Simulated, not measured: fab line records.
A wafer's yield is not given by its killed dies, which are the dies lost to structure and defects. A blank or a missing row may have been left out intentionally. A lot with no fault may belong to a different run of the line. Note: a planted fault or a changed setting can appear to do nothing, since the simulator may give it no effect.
fab line records	flow n5_finfet
record lots=4	wafers=12	last_day=15
route steps=1938 shown BEOL_M1@751 BEOL_M4@1111 PASSIVATION@1936
lots that met no fault: from a run of the same line without faults
start_h: the number of hours between the record's first day and the start of the first shown wafer of the lot	wait_h: hours elapsed since this lot's preceding step	" repeats the value in the row above	L1.1+2: several wafers, shown together as one row	- no value present, or no start provided	* or withheld: withheld	< > ~ a bound
route shown NAME@n: a module of which the file shows steps, and the number in the route of the first	usual: mean/standard deviation of fault-free wafers	same: alike in all rows	chamber/n: place in a boat	sites: the reading at each site	_std_site: their standard deviation	_edge_site: the outer-site mean with the inner-site mean subtracted	radius_mm: how far each site lies from the wafer's centre	mask NAME#n: copy n	behind: tool/chamber where the wafer was last shaped	hold: why the lot went on hold/how many hours it stayed there/how the hold came to an end	device: which transistor (n, p or np) failed to switch	end of line: tests run on the same wafers once the route is complete	a step with no rows: only its recipe	killed: the dies lost at the first sort to structure and to defects; this is not the yield of the wafer	map: a wafer's dies, x killed, . not, _ none there
set.NAME: the setting that was run; set.NAME@STEP: the one run at that earlier step	model.NAME: the simulator's own value behind a step, which no gauge read
lots at some steps of the route; a table a step, a row a wafer
services: when a tool's chamber went out of use (start_h, in hours from the record's first day, below 0 if earlier), for how many hours, and the reason
## steps
# step N5_BEOL_M1_ILD_DEP_00
# recipe material=SiOC	target_thk_a=790	temp_c=350	precursor=DEMS/O2	pressure_torr=5	rf_w=500	time_s=15.3
# step N5_BEOL_M1_PECVD_72
# recipe material=SiO2	target_thk_a=160	temp_c=400	precursor=TEOS/O2	pressure_torr=5.5	rf_w=450	teos_flow_sccm=53.8	gas=O2	flow_sccm=3000	time_s=18
# step N5_BEOL_M1_HM_DEP_02
# recipe material=TiN	target_thk_a=200	temp_c=25	chamber_pressure_pa=0.49996
# step N5_BEOL_M1_COAT_61
# recipe resist=SOC	temp_c=250	time_s=60	spin_rpm=1500	resist_thk_nm=60
# step N5_BEOL_M1_COAT_62
# recipe resist=SiARC	temp_c=220	time_s=60	spin_rpm=1500	resist_thk_nm=12
# step N5_BEOL_M1_COAT_73
# recipe resist=underlayer	temp_c=205	time_s=60	spin_rpm=1500	resist_thk_nm=5
# step N5_BEOL_M1_COAT_05
# recipe resist=CAR-EUV	spin_rpm=1500	resist_thk_nm=30
# step N5_BEOL_M1_EBR_07
# recipe solvent=PGMEA	ebr_width_mm=1.5
# step N5_BEOL_M1_SOFTBAKE_06
# recipe temp_c=110	time_s=60	resist=CAR-EUV
# step N5_BEOL_M1_EXPOSE_08
# recipe mask_id=M1	na=0.33	source_shape=dipole	sigma_inner=0.369	sigma_outer=0.767	polarization=unpolarized	dose_mj=33
# usual exposure_dose_mJ_cm2=32.95/0.062
# same dipole_opening_deg=79.7	na=0.33
lot.wafer	tool	chamber	start_h	wait_h	mask	exposure_dose_mJ_cm2
L115.2	euv_scanner-02	0	169.33	-	M1#0	32.97
L115.4	"	0	"	"	M1#0	32.98
L115.5	"	0	"	"	M1#0	33.02
L118.2	euv_scanner-02	0	191.18	-	M1#0	35.94
L118.3	"	0	"	"	M1#0	35.87
L118.6	"	0	"	"	M1#0	35.94
L120.1	euv_scanner-02	0	204.59	-	M1#0	35.31
L120.2	"	0	"	"	M1#0	35.32
L120.5	"	0	"	"	M1#0	35.28
L124.2	euv_scanner-01	0	226.53	-	M1#0	32.85
L124.4	"	0	"	"	M1#0	32.88
L124.5	"	0	"	"	M1#0	32.86
# step N5_BEOL_M1_PEB_09
# recipe peb_temp_c=100	peb_time_s=60	resist=CAR-EUV
# step N5_BEOL_M1_DEVELOP_10
# recipe develop_time_s=30	developer=TMAH	resist=CAR-EUV	rinse_liquid=surfactant_rinse	dry=air_spin	dev_temp_c=23
# step N5_BEOL_M1_CD_MEAS_11
# recipe target_cd_nm=17.05	landing_energy_ev=500	detector=se_inlens	polarity=opening
# usual cd_nm=17.11/0.23
lot.wafer	tool	chamber	start_h	wait_h	cd_nm
L115.2	cd_sem-01	0	169.45	-	16.88
L115.4	"	0	"	"	16.80
L115.5	"	0	"	"	17.27
L118.2	cd_sem-03	0	191.30	-	18.90
L118.3	"	0	"	"	18.49
L118.6	"	0	"	"	18.50
L120.1	cd_sem-02	0	204.72	-	18.12
L120.2	"	0	"	"	18.54
L120.5	"	0	"	"	18.31
L124.2	cd_sem-02	0	226.65	-	17.04
L124.4	"	0	"	"	16.87
L124.5	"	0	"	"	17.12
# step N5_BEOL_M1_DESCUM_16
# recipe chemistry=O2	time_s=7	source_power_w=50	bias_power_w=20	pressure_mtorr=20	rf_frequency_hz=2.712e+07	temp_c=40	resist=CAR-EUV	o2_flow_sccm=225
# step N5_BEOL_M1_ETCH_74
# recipe chemistry=N2/H2	target=underlayer	target_depth_a=65	mask_material=CAR-EUV	time_s=5.2	ion_energy_ev=200	pressure_mtorr=30	source_w=840	bias_w=150	n2_flow_sccm=200	h2_flow_sccm=200	ends=cleared
# usual drypump_motor_current_A=5.9/0.43	etch_rf_on_time_s=5.21/0.097	oes_product_au=0.69/0.076	rf_vpp_V=524.8/2.8	showerhead_plenum_p_Torr=2.57/0.097	throttle_valve_pct=17.86/0.28
lot.wafer	tool	chamber	start_h	wait_h	drypump_motor_current_A	etch_rf_on_time_s	oes_product_au	rf_hours_counter_h	rf_vpp_V	showerhead_plenum_p_Torr	throttle_valve_pct	model.BEOL_M1.cd_offset_nm
L115.2	rie_diel-02	0	169.60	0.0	6.0	5.14	0.71	69	526.7	2.68	17.50	-0.2
L115.4	"	1	"	"	6.3	5.13	0.64	146	526.5	2.66	17.51	-0.2
L115.5	"	1	"	"	6.3	5.20	0.64	-	527.0	2.66	17.52	-0.2
L118.2	rie_diel-02	3	191.50	0.0	5.6	5.08	0.81	13	529.5	2.71	17.63	1.8
L118.3	"	0	"	"	6.0	5.21	0.71	77	525.5	2.68	17.51	1.6
L118.6	"	0	"	"	6.0	5.24	0.70	-	527.9	2.68	17.52	1.6
L120.1	rie_diel-06	0	204.88	0.0	6.0	5.36	0.56	243	522.0	2.50	18.05	1
L120.2	"	2	"	"	5.2	5.20	0.74	45	525.1	2.58	17.76	1.2
L120.5	"	0	"	"	6.0	5.32	0.57	-	522.8	2.50	18.03	1.2
L124.2	rie_diel-03	3	226.97	0.0	5.3	5.08	0.81	8	523.7	2.50	17.77	-0.2
L124.4	"	1	"	"	5.9	5.28	0.62	181	526.6	2.65	18.24	-0.2
L124.5	"	1	"	"	6.0	5.24	0.63	-	527.2	2.65	18.24	0
# step N5_BEOL_M1_ETCH_63
# recipe chemistry=CF4	target=SiARC	target_depth_a=156	mask_material=CAR-EUV	time_s=26	ion_energy_ev=80	pressure_mtorr=40	source_w=545	bias_w=36	Ar_flow_sccm=100	cf4_flow_sccm=100	ends=cleared
# step N5_BEOL_M1_ETCH_64
# recipe chemistry=N2/H2	target=SOC	target_depth_a=750	overetch_a=150	mask_material=SiARC	temp_c=40	time_s=112.5	ion_energy_ev=200	pressure_mtorr=30	source_w=840	bias_w=150	n2_flow_sccm=200	h2_flow_sccm=200
# step N5_BEOL_M1_STRIP_65
# recipe chemistry=N2/H2	temp_c=40	n2_flow_sccm=200	h2_flow_sccm=200	rf_frequency_hz=6e+07
# step N5_BEOL_M1_STRIP_75
# recipe chemistry=N2/H2	temp_c=40	n2_flow_sccm=200	h2_flow_sccm=200	rf_frequency_hz=6e+07
# step N5_BEOL_M1_STRIP_66
# recipe chemistry=CF4	resist=SiARC	power_w=300	bias_power_w=75	pressure_mtorr=50	cf4_flow_sccm=150	rf_frequency_hz=6e+07
# step N5_BEOL_M1_HM_OPEN_17
# recipe chemistry=Cl2/BCl3	target_depth_a=200	overetch_a=60	target=TiN	mask_material=SOC	ion_energy_ev=150	pressure_mtorr=10	icp_w=1000	bias_w=126	Cl2_flow_sccm=53.25	bcl3_flow_sccm=21.75	Ar_flow_sccm=25
# usual drypump_motor_current_A=5.4/0.37	oes_product_au=0.66/0.068	throttle_valve_pct=22.3/0.36
lot.wafer	tool	chamber	start_h	wait_h	drypump_motor_current_A	oes_product_au	rf_hours_counter_h	throttle_valve_pct	model.BEOL_M1.cd_offset_nm
L115.2	rie_metal-03	0	169.82	0.0	4.9	0.57	90	22.7	-0.4
L115.4	"	1	"	"	5.5	0.77	-	22.4	0
L115.5	"	1	"	"	5.6	0.77	-	22.4	-0.4
L118.2	rie_metal-03	1	191.71	0.0	5.6	0.77	13	22.3	2
L118.3	"	1	"	"	5.6	0.78	-	22.3	1.6
L118.6	"	0	"	"	4.9	0.57	-	22.7	1.6
L120.1	rie_metal-01	0	205.09	0.0	5.2	0.62	66	22.0	1.2
L120.2	"	1	"	"	6.0	0.69	32	22.5	1.2
L120.5	"	1	"	"	6.1	0.68	-	22.5	1.4
L124.2	rie_metal-01	0	227.19	0.0	5.3	0.61	68	22.0	-0.2
L124.4	"	1	"	"	6.1	0.67	-	22.5	-0.2
L124.5	"	1	"	"	6.1	0.68	-	22.5	-0.2
# step N5_BEOL_M1_STRIP_19
# recipe chemistry=O2	power_w=400	temp_c=40	pressure_mtorr=30	rf_frequency_hz=6e+07	bias_power_w=0	overash_fraction=0.2	o2_flow_sccm=225
# step N5_BEOL_M1_CD_MEAS_18
# recipe pitch_nm=36	target_cd_nm=18
# usual cd_nm=18.03/0.3
lot.wafer	tool	chamber	start_h	wait_h	cd_nm
L115.2	cd_sem-02	-	170.00	0.1	17.69
L115.4	"	-	"	"	17.76
L115.5	"	-	"	"	17.61
L118.2	cd_sem-02	-	191.89	0.1	19.98
L118.3	"	-	"	"	19.38
L118.6	"	-	"	"	19.35
L120.1	cd_sem-01	-	205.27	0.0	19.05
L120.2	"	-	"	"	19.08
L120.5	"	-	"	"	19.55
L124.2	cd_sem-02	-	227.38	0.1	17.70
L124.4	"	-	"	"	18.05
L124.5	"	-	"	"	17.81
# step N5_BEOL_M1_COAT_67
# recipe resist=SOC	temp_c=250	time_s=60	spin_rpm=1500	resist_thk_nm=60
# step N5_BEOL_M1_COAT_68
# recipe resist=SiARC	temp_c=220	time_s=60	spin_rpm=1500	resist_thk_nm=12
# step N5_BEOL_M1_COAT_76
# recipe resist=underlayer	temp_c=205	time_s=60	spin_rpm=1500	resist_thk_nm=5
# step N5_BEOL_M1_COAT_22
# recipe resist=CAR-EUV	spin_rpm=1500	resist_thk_nm=30
# step N5_BEOL_M1_EBR_24
# recipe solvent=PGMEA	ebr_width_mm=1.5
# step N5_BEOL_M1_SOFTBAKE_23
# recipe temp_c=110	time_s=60	resist=CAR-EUV
# step N5_BEOL_M1_EXPOSE_25
# recipe mask_id=V0	na=0.33	source_shape=quasar	sigma_inner=0.2	sigma_outer=0.8	polarization=unpolarized	defocus_nm=5	target_cd_nm=24	dose_mj=63
# step N5_BEOL_M1_PEB_26
# recipe peb_temp_c=100	peb_time_s=60	resist=CAR-EUV
# step N5_BEOL_M1_DEVELOP_27
# recipe develop_time_s=30	developer=TMAH	resist=CAR-EUV	rinse_liquid=surfactant_rinse	dry=air_spin	dev_temp_c=23
# step N5_BEOL_M1_DESCUM_33
# recipe chemistry=O2	time_s=7	source_power_w=50	bias_power_w=20	pressure_mtorr=20	rf_frequency_hz=2.712e+07	temp_c=40	resist=CAR-EUV	o2_flow_sccm=225
# step N5_BEOL_M1_ETCH_77
# recipe chemistry=N2/H2	target=underlayer	target_depth_a=65	mask_material=CAR-EUV	time_s=5.2	ion_energy_ev=200	pressure_mtorr=30	source_w=840	bias_w=150	n2_flow_sccm=200	h2_flow_sccm=200	ends=cleared
# step N5_BEOL_M1_CD_MEAS_35
# recipe target_cd_nm=18	target_cd_y_nm=21	polarity=opening
# usual cd_nm=18.0/0.32
lot.wafer	tool	chamber	start_h	wait_h	cd_nm
L115.2	cd_sem-02	-	172.40	0.0	17.8
L115.4	"	-	"	"	17.7
L115.5	"	-	"	"	17.7
L118.2	cd_sem-02	-	194.52	0.0	20.0
L118.3	"	-	"	"	20.0
L118.6	"	-	"	"	19.8
L120.1	cd_sem-03	-	206.64	0.0	19.4
L120.2	"	-	"	"	19.2
L120.5	"	-	"	"	19.2
L124.2	cd_sem-03	-	230.18	0.0	18.0
L124.4	"	-	"	"	17.9
L124.5	"	-	"	"	17.4
# step N5_BEOL_M4_RC_MEAS_101
# usual DIBL_N=36.3/1.2	DIBL_P=36.1/1.6	IOFF_N=0.161/0.023	IOFF_P=0.209/0.027	ION_N=676/8.9	ION_P=462/5.3	SS_N=71.5/0.51	SS_P=73.2/0.5	VT_N=249.1/2.5	VT_P=-249.9/2.8
lot.wafer	tool	chamber	start_h	wait_h	DIBL_N[mV/V]	DIBL_P[mV/V]	IOFF_N[nA/um]	IOFF_P[nA/um]	ION_N[uA/um]	ION_P[uA/um]	SS_N[mV/dec]	SS_P[mV/dec]	VT_N[mV]	VT_P[mV]
L115.2	prober-02	0	206.46	0.2	35.5	33.1	0.138	0.183	666	460	71.2	72.3	250.0	-251.4
L115.4	"	0	"	"	36.5	34.4	0.153	0.210	681	469	71.2	73.0	248.6	-248.4
L115.5	"	0	"	"	37.1	35.1	0.161	0.212	679	469	71.8	73.5	249.0	-249.5
L124.2	prober-02	0	268.85	0.2	37.9	39.8	0.212	0.239	690	469	72.2	73.5	244.8	-250.4
L124.4	"	0	"	"	36.1	37.9	0.167	0.207	691	469	71.4	73.0	246.9	-252.0
L124.5	"	0	"	"	37.4	40.0	0.206	0.255	696	475	72.4	74.2	245.6	-247.9
# step N5_PASSIVATION_PROBE_49
# usual defect_limited_yield=91.3/1.5	killed_at_M0_to_M3=35/10	killed_at_M4_up=13/5.3	killed_at_contacts=12/5.7	killed_at_front_end=39/11	killed_at_other=3.3/2.7	killed_dies=102/18	killed_on_rim=13/4	killed_open=67/13	killed_short=34/7.8	sort_bin_5_function=5.1/1	sort_bin_6_memory=3.3/0.68	sort_n_pass=1078/18	sort_yield_pct=91.3/1.5
# same gross_dies=1180	killed_at_back_side=0	sort_bin_4_leakage[%]=0	sort_bin_8_speed[%]=0
lot.wafer	tool	chamber	start_h	wait_h	defect_limited_yield[%]	killed_at_M0_to_M3	killed_at_M4_up	killed_at_contacts	killed_at_front_end	killed_at_other	killed_dies	killed_on_rim	killed_open	killed_short	sort_bin_5_function[%]	sort_bin_6_memory[%]	sort_n_pass	sort_yield_pct[%]
L115.2	prober-01	-	307.04	0.1	88.8	52	12	5	53	10	132	22	81	49	6.4	4.5	1048	88.8
L115.5	prober-01	-	307.19	0.2	90.8	38	6	9	53	2	108	12	73	35	5.4	3.6	1072	90.8
L118.2	prober-02	-	328.13	0.1	0	1098	9	16	56	1	1180	152	74	29	7.0	3.1	0	0
L118.3	prober-02	-	328.18	0.1	0	1102	12	16	48	2	1180	152	81	29	7.5	3.3	0	0
L118.6	prober-02	-	328.33	0.3	0	1108	8	10	52	2	1180	152	74	35	6.4	4.3	0	0
L120.1	prober-02	-	341.64	0.7	0.1	1109	15	22	32	1	1179	152	76	30	70.8	5.2	1	0.1
L120.2	prober-02	-	341.69	0.7	0.3	1095	22	16	43	1	1177	152	69	40	70.3	4.6	3	0.3
L120.5	prober-02	-	341.84	0.9	0	1072	27	19	61	1	1180	152	93	37	69.7	6.2	0	0
# killed by level:class
L115.2 BEOL_M2:geometric_particle:open=20 FIN_SAQP:geometric_particle:short=14 FIN_SAQP:geometric_particle:open=11 BEOL_M0_SAQP:geometric_particle:open=11 BEOL_M0_SAQP:geometric_particle:short=6 BEOL_M2:geometric_particle:short=6 BEOL_M4:geometric_particle:open=6 STARTING-WAFER:geometric_particle:open=5
L115.5 BEOL_M1:geometric_particle:open=11 BEOL_M2:geometric_particle:open=9 MOL_CONTACT_COAG:geometric_particle:open=8 BEOL_M0_SAQP:geometric_particle:short=8 FIN_SAQP:geometric_particle:open=6 STARTING-WAFER:geometric_particle:open=6 STI_FIN_REVEAL:geometric_particle:open=5 DUMMY_GATE:geometric_particle:open=5
L118.2 BEOL_M1:area_expose=1075 FIN_SAQP:geometric_particle:open=17 MOL_CONTACT_COAG:geometric_particle:open=14 STI_FIN_REVEAL:geometric_particle:open=14 FIN_SAQP:geometric_particle:short=11 BEOL_M0_SAQP:geometric_particle:short=6 BEOL_M3:geometric_particle:open=6 BEOL_M4:geometric_particle:open=5
L118.3 BEOL_M1:area_expose=1069 STI_FIN_REVEAL:geometric_particle:open=19 MOL_CONTACT_COAG:geometric_particle:open=12 BEOL_M0_SAQP:geometric_particle:open=12 FIN_SAQP:geometric_particle:open=10 FIN_SAQP:geometric_particle:short=7 BEOL_M1:geometric_particle:open=6 BEOL_M3:geometric_particle:open=6
L118.6 BEOL_M1:area_expose=1071 BEOL_M3:geometric_particle:open=15 STI_FIN_REVEAL:geometric_particle:open=12 MOL_CONTACT_COAG:geometric_particle:open=9 FIN_SAQP:geometric_particle:short=8 BEOL_M0_SAQP:geometric_particle:short=8 FIN_SAQP:geometric_particle:open=7 GATE_CUT:geometric_particle:short=6
L120.1 BEOL_M1:area_expose=1071 MOL_CONTACT_COAG:geometric_particle:open=17 BEOL_M2:geometric_particle:open=11 STI_FIN_REVEAL:geometric_particle:open=10 FIN_SAQP:geometric_particle:open=6 BEOL_M4:geometric_particle:open=6 BEOL_M0_SAQP:geometric_particle:short=5 MOL_CONTACT_COAG:geometric_particle:short=5
L120.2 BEOL_M1:area_expose=1067 BEOL_M4:geometric_particle:open=17 MOL_CONTACT_COAG:geometric_particle:open=12 FIN_SAQP:geometric_particle:short=11 BEOL_M1:geometric_particle:open=8 STI_FIN_REVEAL:geometric_particle:open=6 STARTING-WAFER:geometric_particle:short=6 FIN_SAQP:geometric_particle:open=5
L120.5 BEOL_M1:area_expose=1046 STI_FIN_REVEAL:geometric_particle:open=29 MOL_CONTACT_COAG:geometric_particle:open=17 BEOL_M4:geometric_particle:open=11 STI_FIN_REVEAL:geometric_particle:short=8 BEOL_M4:geometric_particle:short=7 FIN_SAQP:geometric_particle:open=6 FIN_SAQP:geometric_particle:short=5
# map L118.2 (x killed, . not)
_________________xxxxxxxxxxxx________________
______________xxxxxxxxxxxxxxxxxx_____________
___________xxxxxxxxxxxxxxxxxxxxxxxx__________
__________xxxxxxxxxxxxxxxxxxxxxxxxxx_________
________xxxxxxxxxxxxxxxxxxxxxxxxxxxxxx_______
_______xxxxxxxxxxxxxxxxxxxxxxxxxxxxxxxx______
______xxxxxxxxxxxxxxxxxxxxxxxxxxxxxxxxxx_____
_____xxxxxxxxxxxxxxxxxxxxxxxxxxxxxxxxxxxx____
____xxxxxxxxxxxxxxxxxxxxxxxxxxxxxxxxxxxxxx___
___xxxxxxxxxxxxxxxxxxxxxxxxxxxxxxxxxxxxxxxx__
___xxxxxxxxxxxxxxxxxxxxxxxxxxxxxxxxxxxxxxxx__
__xxxxxxxxxxxxxxxxxxxxxxxxxxxxxxxxxxxxxxxxxx_
__xxxxxxxxxxxxxxxxxxxxxxxxxxxxxxxxxxxxxxxxxx_
_xxxxxxxxxxxxxxxxxxxxxxxxxxxxxxxxxxxxxxxxxxxx
_xxxxxxxxxxxxxxxxxxxxxxxxxxxxxxxxxxxxxxxxxxxx
_xxxxxxxxxxxxxxxxxxxxxxxxxxxxxxxxxxxxxxxxxxxx
_xxxxxxxxxxxxxxxxxxxxxxxxxxxxxxxxxxxxxxxxxxxx
_xxxxxxxxxxxxxxxxxxxxxxxxxxxxxxxxxxxxxxxxxxxx
_xxxxxxxxxxxxxxxxxxxxxxxxxxxxxxxxxxxxxxxxxxxx
_xxxxxxxxxxxxxxxxxxxxxxxxxxxxxxxxxxxxxxxxxxxx
_xxxxxxxxxxxxxxxxxxxxxxxxxxxxxxxxxxxxxxxxxxxx
__xxxxxxxxxxxxxxxxxxxxxxxxxxxxxxxxxxxxxxxxxx_
__xxxxxxxxxxxxxxxxxxxxxxxxxxxxxxxxxxxxxxxxxx_
___xxxxxxxxxxxxxxxxxxxxxxxxxxxxxxxxxxxxxxxx__
___xxxxxxxxxxxxxxxxxxxxxxxxxxxxxxxxxxxxxxxx__
____xxxxxxxxxxxxxxxxxxxxxxxxxxxxxxxxxxxxxx___
_____xxxxxxxxxxxxxxxxxxxxxxxxxxxxxxxxxxxx____
______xxxxxxxxxxxxxxxxxxxxxxxxxxxxxxxxxx_____
_______xxxxxxxxxxxxxxxxxxxxxxxxxxxxxxxx______
________xxxxxxxxxxxxxxxxxxxxxxxxxxxxxx_______
__________xxxxxxxxxxxxxxxxxxxxxxxxxx_________
___________xxxxxxxxxxxxxxxxxxxxxxxx__________
______________xxxxxxxxxxxxxxxxxx_____________
_________________xxxxxxxxxxxx________________
# map L120.5 (x killed, . not)
_________________xxxxxxxxxxxx________________
______________xxxxxxxxxxxxxxxxxx_____________
___________xxxxxxxxxxxxxxxxxxxxxxxx__________
__________xxxxxxxxxxxxxxxxxxxxxxxxxx_________
________xxxxxxxxxxxxxxxxxxxxxxxxxxxxxx_______
_______xxxxxxxxxxxxxxxxxxxxxxxxxxxxxxxx______
______xxxxxxxxxxxxxxxxxxxxxxxxxxxxxxxxxx_____
_____xxxxxxxxxxxxxxxxxxxxxxxxxxxxxxxxxxxx____
____xxxxxxxxxxxxxxxxxxxxxxxxxxxxxxxxxxxxxx___
___xxxxxxxxxxxxxxxxxxxxxxxxxxxxxxxxxxxxxxxx__
___xxxxxxxxxxxxxxxxxxxxxxxxxxxxxxxxxxxxxxxx__
__xxxxxxxxxxxxxxxxxxxxxxxxxxxxxxxxxxxxxxxxxx_
__xxxxxxxxxxxxxxxxxxxxxxxxxxxxxxxxxxxxxxxxxx_
_xxxxxxxxxxxxxxxxxxxxxxxxxxxxxxxxxxxxxxxxxxxx
_xxxxxxxxxxxxxxxxxxxxxxxxxxxxxxxxxxxxxxxxxxxx
_xxxxxxxxxxxxxxxxxxxxxxxxxxxxxxxxxxxxxxxxxxxx
_xxxxxxxxxxxxxxxxxxxxxxxxxxxxxxxxxxxxxxxxxxxx
_xxxxxxxxxxxxxxxxxxxxxxxxxxxxxxxxxxxxxxxxxxxx
_xxxxxxxxxxxxxxxxxxxxxxxxxxxxxxxxxxxxxxxxxxxx
_xxxxxxxxxxxxxxxxxxxxxxxxxxxxxxxxxxxxxxxxxxxx
_xxxxxxxxxxxxxxxxxxxxxxxxxxxxxxxxxxxxxxxxxxxx
__xxxxxxxxxxxxxxxxxxxxxxxxxxxxxxxxxxxxxxxxxx_
__xxxxxxxxxxxxxxxxxxxxxxxxxxxxxxxxxxxxxxxxxx_
___xxxxxxxxxxxxxxxxxxxxxxxxxxxxxxxxxxxxxxxx__
___xxxxxxxxxxxxxxxxxxxxxxxxxxxxxxxxxxxxxxxx__
____xxxxxxxxxxxxxxxxxxxxxxxxxxxxxxxxxxxxxx___
_____xxxxxxxxxxxxxxxxxxxxxxxxxxxxxxxxxxxx____
______xxxxxxxxxxxxxxxxxxxxxxxxxxxxxxxxxx_____
_______xxxxxxxxxxxxxxxxxxxxxxxxxxxxxxxx______
________xxxxxxxxxxxxxxxxxxxxxxxxxxxxxx_______
__________xxxxxxxxxxxxxxxxxxxxxxxxxx_________
___________xxxxxxxxxxxxxxxxxxxxxxxx__________
______________xxxxxxxxxxxxxxxxxx_____________
_________________xxxxxxxxxxxx________________
## services
tool	chamber	start_h	hours	kind
euv_scanner-02	-	145.96	0.5	repair
rie_diel-02	3	153.75	1.5	repair
rie_diel-03	3	164.52	1.7	repair
rie_metal-03	-	166.18	2.2	repair
rie_diel-06	-	179.18	14.6	pm
rie_diel-03	3	179.37	-	clean
rie_diel-03	3	179.37	-	consumable_replace:focus_ring
rie_diel-03	3	179.37	16.3	scheduled_down
rie_diel-03	3	179.37	16.3	vent_cycle
euv_scanner-02	-	186.28	1.0	pm
euv_scanner-01	-	189.81	1.0	pm
rie_diel-02	0	201.01	9.1	repair
euv_scanner-02	-	206.29	1.0	repair
rie_diel-02	2	223.76	6.1	repair
## key
first_sign step=N5_BEOL_M1_EXPOSE_08	reading=exposure_dose_mJ_cm2	direction=up	sigmas=43	usual=32.95	struck=35.61
effect step=N5_BEOL_M1_CD_MEAS_11	reading=cd_nm	direction=up	sigmas=6	usual=17.11	struck=18.48	through=control_loop
effect step=N5_BEOL_M1_CD_MEAS_18	reading=cd_nm	direction=up	sigmas=4.6	usual=18.03	struck=19.40	through=control_loop
effect step=N5_BEOL_M1_CD_MEAS_35	reading=cd_nm	direction=up	sigmas=5.1	usual=18.0	struck=19.6	through=control_loop
effect step=N5_PASSIVATION_PROBE_49	reading=killed_at_M0_to_M3	direction=up	sigmas=99+	usual=35	struck=1097
model_effect step=N5_BEOL_M1_ETCH_74	value=BEOL_M1.cd_offset_nm	without=0	struck=1.4
model_effect step=N5_BEOL_M1_HM_OPEN_17	value=BEOL_M1.cd_offset_nm	without=-0.03333	struck=1.5
more_kills_born_at N5_BEOL_M1_EXPOSE_08@euv_scanner-02=6399
met_at N5_BEOL_M1_EXPOSE_08
struck_wafers L118.2,L118.3,L118.6,L120.1,L120.2,L120.5
later_rows_left_out L118.2,L118.3,L118.6,L120.1,L120.2,L120.5
loop_trim step=N5_BEOL_M1_EXPOSE_08	setting=dose	lots=L120
onset_between 169.33 191.18
fault kind=process_parameter_drift	tool=euv_scanner-02	chamber=-	onset_h=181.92	steps=N5_BEOL_M1_EXPOSE_08	channel=dose_mj	offset=2.8827	shape=step	acts_in=these_recipes_only	stated=33
# later_rows_left_out: the simulator's readings of these wafers behind a module that went badly wrong aren't trusted and aren't shown, but for the sort
# loop_trim: a control loop set the setting to another value than it would have without faults
